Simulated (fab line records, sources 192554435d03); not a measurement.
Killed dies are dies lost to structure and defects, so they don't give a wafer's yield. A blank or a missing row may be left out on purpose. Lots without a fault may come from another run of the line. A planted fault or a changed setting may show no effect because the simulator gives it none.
fab line records | flow n5_finfet
record lots=11 wafers=33 last_day=19
route steps=1938 shown BEOL_M4@1083 TV_LITHO@1884 TV_OPEN@1887 PASSIVATION@1911
lots that met no fault: from a run of the same line without faults
start_h: hours from the record's first day to the start of the lot's first wafer shown | wait_h: hours since the lot's step before | " the same as in the row above | L1.1+2: a row that stands for several wafers | - no value, or no start given | * or withheld: withheld | < > ~ a bound
route shown NAME@n: a module of which the file shows steps, and the number in the route of the first | usual: mean/standard deviation of fault-free wafers | same: alike in all rows | chamber/n: place in a boat | sites: the reading at each site | _std_site: their standard deviation | _edge_site: outer sites' mean less inner sites' | radius_mm: how far each site lies from the wafer's centre | mask NAME#n: copy n | behind: the tool/chamber that last shaped the wafer | hold: why the lot was held/for how many hours/how that ended | device: the transistor (n, p or np) that didn't switch | end of line: the same wafers' tests at the end of the route | a step without rows: its recipe alone | killed: dies lost to structure and defects at the first sort, not the wafer's yield | map: a wafer's dies, x killed, . not, _ none there
set.NAME: the setting as run; set.NAME@STEP: as run at that earlier step | model.NAME: the simulator's own value behind a step, which no gauge read
steps of the route over a sample of lots; a table a step, a row a wafer
services: from which hour (start_h, from the record's first day; less than 0 if before it) a tool's chamber was out of use, for how many hours, and why
## steps
# step N5_BEOL_M4_CVD_47
# recipe material=Co target_thk_a=30 temp_c=withheld precursor=CCTBA/H2 pressure_torr=30 time_s=223.8
# columns lot.wafer tool chamber start_h wait_h
L882.1+5+6 cvd_co-02 0,2,0 204.95 0.2
L881.1+3+5 cvd_co-01 1,0,1 230.42 0.1
L883.1+3+4 cvd_co-02 2,0,0 233.54 0.3
L884.2+5+6 cvd_co-02 1,2,1 240.73 0.3
L890.1+4+5 cvd_co-01 2,0,2 255.15 0.0
L888.4+5+6 cvd_co-02 1,2,0 272.63 0.1
L892.4+5+6 cvd_co-01 2,1,0 284.04 0.1
L887.1+4+6 cvd_co-02 0,0,2 288.11 0.3
L894.2+4+6 cvd_co-02 2,1,2 303.64 0.1
L897.1+4+6 cvd_co-02 2,2,1 317.72 0.3
L901.2+3+6 cvd_co-01 0,0,2 344.38 0.2
# step N5_PASSIVATION_OVL_MEAS_60
# recipe points_per_wafer=44
# usual TV_OVL=1/6.7
# columns lot.wafer tool chamber start_h wait_h TV_OVL[nm]
L882.1 overlay-02 0 307.60 0.0 7
L882.5 " 0 " " 6
L882.6 " 0 " " 4
L881.1 overlay-01 0 330.33 0.0 6
L881.3 " 0 " " 8
L881.5 " 0 " " 6
L883.1 overlay-02 0 337.26 0.0 -6
L883.3 " 0 " " -3
L883.4 " 0 " " 6
L884.2 overlay-01 0 346.18 0.0 -7
L884.5 " 0 " " 0
L884.6 " 0 " " -6
L890.1 overlay-02 0 367.14 0.0 -8
L890.4 " 0 " " 5
L890.5 " 0 " " -4
L888.4 overlay-01 0 383.27 0.0 0
L888.5 " 0 " " 2
L888.6 " 0 " " 2
L887.1 overlay-02 0 403.20 0.0 5
L887.4 " 0 " " -3
L887.6 " 0 " " -1
L892.4 overlay-01 0 403.76 0.0 7
L892.5 " 0 " " 5
L892.6 " 0 " " 4
L894.2 overlay-01 0 407.51 0.0 -5
L894.4 " 0 " " -5
L894.6 " 0 " " -8
L897.1 overlay-01 0 422.49 0.0 4
L897.4 " 0 " " 4
L897.6 " 0 " " -1
L901.2 overlay-01 0 445.72 0.0 5
L901.3 " 0 " " -13
L901.6 " 0 " " 1
# step N5_PASSIVATION_PASS_ETCH_74
# recipe chemistry=CF4/O2 target=SiNx target_depth_a=2200 time_s=110 ion_energy_ev=100 pressure_mtorr=40 source_w=535 bias_w=49 Ar_flow_sccm=100 cf4_flow_sccm=100 O2_flow_sccm=10
# usual drypump_motor_current_A=5.6/0.33 oes_f_703_au=0.80/0.088 oes_product_au=0.80/0.095 rf_vpp_V=241/3.3 showerhead_plenum_p_Torr=2.19/0.087 throttle_valve_pct=16.03/0.24
# columns lot.wafer tool chamber start_h wait_h drypump_motor_current_A oes_f_703_au oes_product_au rf_hours_counter_h rf_vpp_V showerhead_plenum_p_Torr throttle_valve_pct
L882.1 rie_diel-02 0 307.72 0.0 5.1 0.73 0.73 207 245 2.28 15.90
L882.5 " 0 " " 5.1 0.73 0.73 - 246 2.28 15.90
L882.6 " 3 " " 5.2 0.77 0.77 - 235 2.04 16.01
L881.1 rie_diel-06 1 330.45 0.0 5.6 0.86 0.86 53 236 2.15 16.05
L881.3 " 2 " " 6.0 0.95 0.96 4 243 2.34 15.54
L881.5 " 0 " " 5.9 0.70 0.70 - 241 2.09 16.27
L883.1 rie_diel-05 2 337.65 0.0 5.2 0.72 0.72 190 237 2.11 16.51
L883.3 " 3 " " 5.7 0.89 0.90 29 243 2.25 16.03
L883.4 " 1 " " 5.4 0.72 0.71 192 238 2.19 16.02
L884.2 rie_diel-02 3 346.52 0.0 5.1 0.76 0.77 151 238 2.03 16.04
L884.5 " 3 " " 5.1 0.76 0.76 - 238 2.03 16.06
L884.6 " 2 " " 6.1 0.71 0.73 - 245 2.28 15.79
L890.1 rie_diel-06 2 367.49 0.0 6.0 0.90 0.90 18 244 2.34 15.57
L890.4 " 3 " " 5.7 0.95 0.95 8 242 2.17 16.06
L890.5 " 2 " " 6.0 0.90 0.90 - 242 2.34 15.57
L888.4 rie_diel-06 0 383.41 0.0 5.9 0.69 0.68 249 240 2.09 16.30
L888.5 " 2 " " 6.0 0.90 0.90 - 242 2.34 15.58
L888.6 " 3 " " 5.7 0.93 0.94 - 241 2.16 16.08
L887.1 rie_diel-02 0 403.32 0.0 5.1 0.71 0.70 237 244 2.27 15.94
L887.4 " 3 " " 5.2 0.75 0.76 - 237 2.03 16.07
L887.6 " 2 " " 6.1 0.70 0.71 - 245 2.27 15.82
L892.4 rie_diel-05 3 403.89 0.0 5.7 0.86 0.87 48 241 2.24 16.07
L892.5 " 2 " " 5.2 0.71 0.71 - 238 2.10 16.57
L892.6 " 1 " " 5.4 0.70 0.69 - 237 2.18 16.04
L894.2 rie_diel-05 3 407.64 0.0 5.7 0.86 0.86 49 241 2.24 16.08
L894.4 " 1 " " 5.3 0.71 0.69 214 236 2.18 16.06
L894.6 " 0 " " 5.9 0.85 0.85 - 244 2.16 16.00
L897.1 rie_diel-02 2 423.14 0.0 6.1 0.69 0.71 214 244 2.27 15.83
L897.4 " 0 " " 5.1 0.71 0.70 244 244 2.26 15.98
L897.6 " 2 " " 6.0 0.69 0.71 - 243 2.27 15.84
L901.2 rie_diel-05 3 446.10 0.0 5.7 0.83 0.85 61 241 2.24 16.09
L901.3 " 0 " " 5.9 0.84 0.86 72 245 2.15 16.05
L901.6 " 1 " " 5.3 0.70 0.69 - 238 2.18 16.08
# step N5_PASSIVATION_STRIP_34
# recipe chemistry=O2 power_w=600 temp_c=60 pressure_mtorr=30 rf_frequency_hz=6e+07 bias_power_w=0 overash_fraction=2 o2_flow_sccm=225
# usual drypump_motor_current_A=5.8/0.62 o2_flow_sccm=225.1/0.62 oes_product_au=0.83/0.093 rf_vpp_V=3.5/1.5 showerhead_plenum_p_Torr=2.12/0.064 throttle_valve_pct=16.56/0.28
# columns lot.wafer tool chamber start_h wait_h drypump_motor_current_A o2_flow_sccm oes_product_au rf_hours_counter_h rf_vpp_V showerhead_plenum_p_Torr throttle_valve_pct
L882.1 rie_diel-03 3 310.33 0.1 6.3 224.6 0.71 227 3.7 2.08 16.64
L882.5 " 2 " " 6.5 225.8 0.94 - 5.1 2.15 16.48
L882.6 " 3 " " 6.3 224.4 0.69 - 4.4 2.07 16.62
L881.1 rie_diel-03 2 333.31 0.1 6.5 223.6 0.92 23 2.1 2.15 16.47
L881.3 " 3 " " 6.2 225.1 0.71 234 6.1 2.07 16.63
L881.5 " 2 " " 6.5 224.9 0.91 - 4.1 2.15 16.46
L883.1 rie_diel-04 2 339.74 0.1 5.3 225.4 0.95 19 4.7 2.23 16.58
L883.3 " 3 " " 6.0 224.9 0.98 3 0.8 2.16 16.26
L883.4 " 2 " " 5.3 224.9 0.92 - 2.8 2.23 16.60
L884.2 rie_diel-03 1 348.92 0.1 4.9 224.7 0.81 113 3.6 2.19 16.75
L884.5 " 3 " " 6.2 224.8 0.69 - 5.0 2.07 16.64
L884.6 " 2 " " 6.5 224.5 0.89 - 3.1 2.15 16.51
L890.1 rie_diel-01 3 369.55 0.1 5.7 225.0 1.00 5 4.3 2.06 16.59
L890.4 " 0 " " 6.0 225.5 0.80 85 4.8 2.03 16.57
L890.5 " 3 " " 5.8 225.7 0.96 - 2.6 2.06 16.47
L888.4 rie_diel-04 2 385.76 0.1 5.3 226.4 0.91 37 3.6 2.23 16.60
L888.5 " 3 " " 6.0 225.4 0.90 - 5.9 2.15 16.22
L888.6 " 2 " " 5.3 225.8 0.93 - 2.5 2.23 16.58
L887.1 rie_diel-03 2 405.61 0.1 6.5 225.6 0.87 51 2.1 2.14 16.55
L887.4 " 0 " " 5.2 224.6 0.68 - 3.6 2.05 16.41
L887.6 " 2 " " 6.5 225.3 0.84 - 3.4 2.14 16.56
L892.4 rie_diel-03 1 406.28 0.1 4.9 224.4 0.79 - 4.4 2.18 16.80
L892.5 " 0 " " 5.2 224.8 0.67 - 2.2 2.05 16.40
L892.6 " 2 " " 6.5 224.3 0.87 - 1.6 2.14 16.58
L894.2 rie_diel-04 0 410.12 0.1 5.7 226.3 0.90 26 4.8 2.23 16.57
L894.4 " 2 " " 5.3 224.7 0.89 47 5.5 2.22 16.59
L894.6 " 2 " " 5.3 225.2 0.92 - 6.2 2.22 16.61
L897.1 rie_diel-03 1 425.20 0.1 4.9 225.0 0.78 144 2.4 2.18 16.77
L897.4 " 3 " " 6.2 225.5 0.95 - 4.0 2.07 16.21
L897.6 " 1 " " 4.8 225.9 0.75 - 8.6 2.18 16.86
L901.2 rie_diel-01 2 448.75 0.2 5.2 223.9 0.76 158 3.0 2.10 16.97
L901.3 " 1 " " 6.5 224.9 0.83 90 3.1 2.03 16.48
L901.6 " 1 " " 6.5 225.2 0.84 - 4.6 2.04 16.43
# step N5_PASSIVATION_PROBE_49
# usual defect_limited_yield=91.2/1.4 killed_at_M0_to_M3=36/11 killed_at_M4_up=14/5.6 killed_at_contacts=12/5.9 killed_at_front_end=38/13 killed_at_other=3.5/2.7 killed_dies=104/17 killed_open=68/12 killed_short=34/8.2 sort_bin_5_function=5.1/0.95 sort_bin_6_memory=3.3/0.7 sort_n_pass=1076/17 sort_yield_pct=91.2/1.4
# same gross_dies=1180 killed_at_back_side=0 sort_bin_4_leakage[%]=0 sort_bin_8_speed[%]=0
# columns lot.wafer tool chamber start_h wait_h defect_limited_yield[%] killed_at_M0_to_M3 killed_at_M4_up killed_at_contacts killed_at_front_end killed_at_other killed_dies killed_open killed_short sort_bin_5_function[%] sort_bin_6_memory[%] sort_n_pass sort_yield_pct[%]
L881.1 prober-02 - 337.62 0.0 90.3 26 8 15 59 6 114 72 41 5.3 3.9 1066 90.3
L881.3 prober-02 - 337.72 0.1 90.2 23 8 15 69 1 116 58 56 4.8 4.4 1064 90.2
L881.5 prober-02 - 337.82 0.2 89.9 29 17 21 49 3 119 80 38 5.8 4.0 1061 89.9
L884.2 prober-02 - 353.17 0.1 89.2 53 11 3 54 7 128 85 41 6.4 4.2 1052 89.2
L884.5 prober-02 - 353.32 0.2 90.3 51 9 8 46 1 115 80 31 5.8 3.5 1065 90.3
L884.6 prober-02 - 353.37 0.3 88.7 35 9 7 78 4 133 84 44 6.2 4.0 1047 88.7
L890.1 prober-01 - 373.78 0.0 90.2 40 21 29 24 2 116 87 29 5.6 4.2 1064 90.2
L890.4 prober-01 - 373.93 0.2 91.3 41 16 22 21 3 103 71 30 5.5 3.0 1077 91.3
L890.5 prober-01 - 373.98 0.2 90.5 45 15 12 34 6 112 76 33 4.7 4.3 1068 90.5
L892.4 prober-01 - 411.01 0.2 91.1 39 13 11 37 5 105 67 34 5.2 3.4 1075 91.1
L892.5 prober-01 - 411.06 0.2 92.2 34 22 9 25 2 92 60 30 4.9 2.5 1088 92.2
L892.6 prober-01 - 411.11 0.3 91.3 29 9 9 49 7 103 56 40 4.9 3.4 1077 91.3
L894.2 prober-01 - 414.61 0.1 78.8 29 171 12 38 0 250 65 39 13.8 4.5 930 78.8
L894.4 prober-01 - 414.71 0.2 82.4 28 138 9 31 2 208 41 41 9.0 4.9 972 82.4
L894.6 prober-01 - 414.81 0.3 80.3 18 166 4 43 2 233 42 30 11.4 3.8 947 80.3
L897.1 prober-01 - 429.83 0.0 80.9 25 152 6 40 2 225 46 32 11.6 3.9 955 80.9
L897.4 prober-01 - 429.98 0.2 80.4 25 161 4 40 1 231 58 18 12.1 3.9 949 80.4
L897.6 prober-01 - 430.08 0.3 83.5 20 118 8 42 7 195 52 31 9.8 3.5 985 83.5
# killed by level:class
L881.1 FIN_SAQP:geometric_particle:open=12 DUMMY_GATE:geometric_particle:open=10 MOL_CONTACT_COAG:geometric_particle:open=10 FIN_SAQP:geometric_particle:short=9 BEOL_M2:geometric_particle:open=6 STI_FIN_REVEAL:geometric_particle:open=5 GATE_CUT:geometric_particle:short=5 BEOL_M3:geometric_particle:open=5
L881.3 FIN_SAQP:geometric_particle:short=26 FIN_SAQP:geometric_particle:open=12 MOL_CONTACT_COAG:geometric_particle:open=11 BEOL_M0_SAQP:geometric_particle:short=9 BEOL_M0_SAQP:geometric_particle:open=6 STI_FIN_REVEAL:geometric_particle:short=5 MOL_CONTACT_COAG:geometric_particle:short=4 STI_FIN_REVEAL:geometric_particle:open=4
L881.5 MOL_CONTACT_COAG:geometric_particle:open=21 FIN_SAQP:geometric_particle:short=14 BEOL_M2:geometric_particle:open=9 DUMMY_GATE:geometric_particle:open=8 BEOL_M0_SAQP:geometric_particle:open=7 FIN_SAQP:geometric_particle:open=5 STARTING-WAFER:geometric_particle:short=5 BEOL_M4:geometric_particle:open=5
L884.2 STI_FIN_REVEAL:geometric_particle:open=18 BEOL_M1:geometric_particle:open=12 FIN_SAQP:geometric_particle:short=9 BEOL_M2:geometric_particle:open=9 BEOL_M0_SAQP:geometric_particle:short=9 BEOL_M3:geometric_particle:open=9 BEOL_M1:geometric_particle:short=7 FIN_SAQP:geometric_particle:open=6
L884.5 BEOL_M1:geometric_particle:open=23 FIN_SAQP:geometric_particle:open=10 FIN_SAQP:geometric_particle:short=8 STI_FIN_REVEAL:geometric_particle:open=8 MOL_CONTACT_COAG:geometric_particle:open=8 BEOL_M0_SAQP:geometric_particle:open=8 BEOL_M0_SAQP:geometric_particle:short=7 BEOL_M1:geometric_particle:short=5
L884.6 STI_FIN_REVEAL:geometric_particle:open=30 BEOL_M0_SAQP:geometric_particle:open=10 FIN_SAQP:geometric_particle:short=8 GATE_CUT:geometric_particle:short=7 BEOL_M1:geometric_particle:open=7 BEOL_M2:geometric_particle:open=6 BEOL_M0_SAQP:geometric_particle:short=6 STI_FIN_REVEAL:geometric_particle:short=5
L890.1 MOL_CONTACT_COAG:geometric_particle:open=23 BEOL_M3:geometric_particle:open=13 BEOL_M4:geometric_particle:open=10 BEOL_M2:geometric_particle:open=9 BEOL_M0_SAQP:geometric_particle:open=8 GATE_CUT:geometric_particle:short=7 MOL_CONTACT_COAG:geometric_particle:short=6 BEOL_M8:geometric_particle:open=4
L890.4 MOL_CONTACT_COAG:geometric_particle:open=19 BEOL_M2:geometric_particle:open=12 BEOL_M3:geometric_particle:open=8 BEOL_M0_SAQP:geometric_particle:short=7 BEOL_M4:geometric_particle:open=7 BEOL_M1:geometric_particle:open=5 GATE_CUT:geometric_particle:short=4 FIN_SAQP:geometric_particle:short=3
L890.5 MOL_CONTACT_COAG:geometric_particle:open=10 BEOL_M0_SAQP:geometric_particle:open=10 BEOL_M2:geometric_particle:open=10 BEOL_M3:geometric_particle:open=9 FIN_SAQP:geometric_particle:short=7 STI_FIN_REVEAL:geometric_particle:open=6 BEOL_M4:geometric_particle:open=6 BEOL_M0_SAQP:geometric_particle:short=5
L892.4 FIN_SAQP:geometric_particle:open=12 BEOL_M1:geometric_particle:open=10 BEOL_M0_SAQP:geometric_particle:short=9 MOL_CONTACT_COAG:geometric_particle:open=8 BEOL_M0_SAQP:geometric_particle:open=6 GATE_CUT:geometric_particle:short=5 BEOL_M0:geometric_particle:open=5 GATE_CUT:geometric_particle:open=4
L892.5 BEOL_M4:geometric_particle:open=12 BEOL_M0_SAQP:geometric_particle:short=8 BEOL_M1:geometric_particle:open=8 FIN_SAQP:geometric_particle:open=7 MOL_CONTACT_COAG:geometric_particle:open=6 BEOL_M3:geometric_particle:open=6 BEOL_M7:geometric_particle:open=6 STARTING-WAFER:geometric_particle:short=6
L892.6 FIN_SAQP:geometric_particle:short=12 FIN_SAQP:geometric_particle:open=8 BEOL_M0_SAQP:geometric_particle:short=8 MOL_CONTACT_COAG:geometric_particle:open=7 BEOL_M0_SAQP:geometric_particle:open=6 BEOL_M2:geometric_particle:open=5 ILD0:geometric_particle:open=4 DUMMY_GATE:geometric_particle:open=4
L894.2 BEOL_M4:unspecified=140 BEOL_M4:geometric_particle:open=11 BEOL_M4:geometric_particle:short=10 MOL_CONTACT_COAG:geometric_particle:open=8 FIN_SAQP:geometric_particle:open=7 STI_FIN_REVEAL:geometric_particle:open=7 BEOL_M0_SAQP:geometric_particle:short=7 ILD0:geometric_particle:short=6
L894.4 BEOL_M4:unspecified=122 BEOL_M0_SAQP:geometric_particle:open=8 MOL_CONTACT_COAG:geometric_particle:open=8 BEOL_M0_SAQP:geometric_particle:short=8 BEOL_M4:geometric_particle:short=8 FIN_SAQP:geometric_particle:short=7 STARTING-WAFER:geometric_particle:short=6 BEOL_M4:geometric_particle:open=5
L894.6 BEOL_M4:unspecified=154 FIN_SAQP:geometric_particle:open=9 STI_FIN_REVEAL:geometric_particle:open=8 BEOL_M3:geometric_particle:open=7 HKMG_FIN:area_etch=7 BEOL_M4:geometric_particle:short=6 FIN_SAQP:geometric_particle:short=4 BEOL_M2:geometric_particle:short=4
L897.1 BEOL_M4:unspecified=144 BEOL_M2:geometric_particle:open=9 FIN_SAQP:geometric_particle:open=8 STARTING-WAFER:geometric_particle:short=6 GATE_CUT:geometric_particle:short=5 MOL_CONTACT_COAG:geometric_particle:open=5 BEOL_M0_SAQP:geometric_particle:short=5 FIN_SAQP:geometric_particle:short=4
L897.4 BEOL_M4:unspecified=150 FIN_SAQP:geometric_particle:open=18 DUMMY_GATE:geometric_particle:open=6 BEOL_M1:geometric_particle:open=6 BEOL_M0_SAQP:geometric_particle:open=5 BEOL_M3:geometric_particle:open=5 BEOL_M2:geometric_particle:open=4 FIN_SAQP:geometric_particle:short=3
L897.6 BEOL_M4:unspecified=110 FIN_SAQP:geometric_particle:open=10 FIN_SAQP:geometric_particle:short=9 MOL_CONTACT_COAG:geometric_particle:open=5 BEOL_M1:geometric_particle:open=5 STI_FIN_REVEAL:geometric_particle:open=4 BEOL_M0_SAQP:geometric_particle:short=4 BEOL_M2:geometric_particle:open=4
## services
# columns tool chamber start_h hours kind
cvd_co-02 1 186.95 5.5 repair
rie_diel-04 3 203.78 9.4 repair
rie_diel-04 3 215.41 11.3 repair
rie_diel-06 2 218.65 12.9 repair
rie_diel-01 1 219.97 25.1 repair
rie_diel-02 3 245.31 7.2 repair
rie_diel-03 2 248.78 - clean
rie_diel-03 2 248.78 - consumable_replace:focus_ring
rie_diel-03 2 248.78 19.9 scheduled_down
cvd_co-01 - 261.70 14.6 pm
rie_diel-04 0 276.34 24.4 repair
rie_diel-02 1 304.26 7.9 repair
rie_diel-06 3 318.44 5.6 repair
rie_diel-01 0 320.42 4.8 repair
rie_diel-01 - 351.87 2.8 pm
rie_diel-02 - 356.59 0.6 repair
cvd_co-02 - 374.71 2.8 pm
cvd_co-01 - 377.52 6.0 pm
cvd_co-02 - 381.63 0.7 repair
rie_diel-02 1 381.87 25.8 repair
rie_diel-05 - 387.54 2.8 pm
rie_diel-02 1 430.99 5.1 repair
rie_diel-06 3 437.41 5.5 repair
cvd_co-02 - 441.70 1.9 repair
## key
first_sign step=N5_PASSIVATION_PROBE_49 reading=killed_at_M4_up direction=up sigmas=24 usual=14 struck=151
effect step=N5_PASSIVATION_PROBE_49 reading=killed_dies direction=up sigmas=7.1 usual=104 struck=224
more_kills_born_at N5_BEOL_M4_CVD_47@cvd_co-02=820
met_at N5_BEOL_M4_CVD_47
struck_lots L894,L897
not_acting_at N5_PASSIVATION_OVL_MEAS_60,N5_PASSIVATION_PASS_ETCH_74,N5_PASSIVATION_STRIP_34
onset_between 288.11 303.64
fault kind=chamber_particle_source tool=cvd_co-02 chamber=- onset_h=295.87 steps=N5_BEOL_M4_CVD_47 rate_per_visit_cm2=1.4689 end_h=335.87
